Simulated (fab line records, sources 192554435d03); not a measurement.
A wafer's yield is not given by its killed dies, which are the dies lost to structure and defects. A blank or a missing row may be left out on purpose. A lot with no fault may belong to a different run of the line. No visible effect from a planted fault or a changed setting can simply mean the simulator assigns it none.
Chamber matching | flow n5-finfet | N5_BEOL_M6_STRIP_36 on rie-diel-04: 4 sister chambers
The step strips in N2/H2. 4 wafers are shown with their chamber, then 9 later ones without.

## WAFERS PAIRED WITH THEIR CHAMBERS
wafer  | chamber | drypump-motor-current-A (A)
L086.4 | 1       | 5.3
L093.1 | 3       | 5.6
L093.2 | 0       | 5.9
L093.3 | 2       | 4.8

## WAFERS WHOSE CHAMBER IS MISSING
wafer  | drypump-motor-current-A (A)
L094.4 | 4.8
L094.5 | 5.9
L094.6 | 5.7
L095.2 | 5.6
L095.4 | 5.9
L095.5 | 4.8
L096.1 | 5.6
L096.2 | 5.9
L096.4 | 4.8

## CHAMBER TAKEN BY EACH
wafer  | from the rows above | in truth
L094.4 | 2                   | 2
L094.5 | 0                   | 0
L094.6 | 3                   | 3
L095.2 | 3                   | 3
L095.4 | 0                   | 0
L095.5 | 2                   | 2
L096.1 | 3                   | 3
L096.2 | 0                   | 0
L096.4 | 2                   | 2
9 of 9 placed correctly. Left unplaced by these rows: 0. Number placed wrongly: 0.
How it was worked out, from the rows above alone: a wafer's distance from a chamber is the root of the sum, over the readings, of the square of ((its reading less the chamber's mean) divided by the reading's scatter). If the next closest chamber is less than 2 further off than the closest, the wafer can't be placed; otherwise it belongs to the closest. A chamber's mean is the mean of its shown wafers. The scatter: root of mean squared gap, hidden wafer to nearest shown wafer, with one shown wafer a chamber.
